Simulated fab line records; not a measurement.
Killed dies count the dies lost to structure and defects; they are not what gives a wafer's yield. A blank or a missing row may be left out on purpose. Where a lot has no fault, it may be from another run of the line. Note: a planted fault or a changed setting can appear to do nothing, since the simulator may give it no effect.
A lot that was struck, set against a sound lot ; flow nandHarc ; 14 steps out of a route of 1302
Sound: wafers L137.3, L137.4, L137.6. Wafers L154.2, L154.3, L154.6 were the ones struck. At the end, the cause is stated.
At each step with rows: each side's tool, then ch and its chambers, then its first start. Under that, the readings that differ: sound wafers ; struck wafers ; difference of the means ; sigmas: that difference in standard deviations of wafers without a fault.
alike: a reading whose means differ by less than 2 such deviations, as well as words and numbers matching on both sides. not compared: withheld readings; readings where some wafer has no value; bounds like >300 that might hide an equal value; numbers whose values overlap and for which the record gives no deviation.
The two part at a step that has a row with sigmas, a row that says differs or no value, or rows on one side only. Non-overlapping numbers with no deviation appear without sigmas and do not part them. A reading that every wafer of one side lacks parts them only if that side has two wafers or more.

NHARC_A_CONTACT_ETCH_102: etches the open film in CF4/O2, target depth 100 nm, overetch 10 nm, time 55 s.
  sound on rieDiel-04 ch 0,2, day 22 01:42; struck on rieDiel-04 ch 1,3, day 29 11:37
reading;sound;struck;difference;sigmas
rfVppV (V);200.8 199.0 199.3;198.2 195.7 197.3;-2.6;-2
  alike: drypumpMotorCurrentA, oesProductAu, showerheadPlenumPTorr, throttleValvePct
  not compared: rfHoursCounterH
NHARC_A_CONTACT_STRIP_55: strips in O2.
  sound: rieDiel-04 ch 1,2,3; struck: rieDiel-04 ch 1,3
  alike: drypumpMotorCurrentA, oesProductAu, rfVppV, showerheadPlenumPTorr, throttleValvePct
  not compared: rfHoursCounterH
then, 1 step without rows for these wafers: NHARC_A_CONTACT_STRIP_56 (strips in post etch residue remover, time 600 s).
NHARC_A_CONTACT_DEP_57: deposits aC, target thk 5300 nm.
  sound on aclDep-01 ch 0, day 22 06:36; struck on aclDep-02 ch 0, day 29 16:56
  alike: throttleValvePct
NHARC_A_CONTACT_DEP_58: deposits SiON, target thk 90 nm.
  sound on pecvd-01 ch 0,1,2, day 22 08:49; struck on pecvd-01 ch 0,2, day 29 19:36
  alike: heaterPowerOuterW, heaterPowerW
then, 7 steps without rows for these wafers: NHARC_A_CONTACT_DEHYDRATE_59 (time 120 s); NHARC_A_CONTACT_HMDS_60 (time 30 s); NHARC_A_CONTACT_COAT_61 (time 75 s); NHARC_A_CONTACT_COAT_62 (time 65 s); NHARC_A_CONTACT_COAT_63 (resist thk 90 nm); NHARC_A_CONTACT_SOFTBAKE_64 (time 55 s); NHARC_A_CONTACT_EBR_65.
NHARC_A_CONTACT_EXPOSE_66: exposes mask A CC 2.
  struck on arfiScanner-02, day 29 20:11; sound on arfiScanner-02 ch 0, day 22 09:22
  no value came back on the struck wafers for exposureDoseMJCm2, focusOffsetNm (nm); on the sound wafers exposureDoseMJCm2 reads 58.86 58.98 58.98
  alike: mask
then, 1 step without rows for these wafers: NHARC_A_CONTACT_PEB_67 (peb time 65 s).

WHERE THEY PART
At NHARC_A_CONTACT_ETCH_102 first; at NHARC_A_CONTACT_EXPOSE_66 last (within this record only).

WHY: what the simulator had put in
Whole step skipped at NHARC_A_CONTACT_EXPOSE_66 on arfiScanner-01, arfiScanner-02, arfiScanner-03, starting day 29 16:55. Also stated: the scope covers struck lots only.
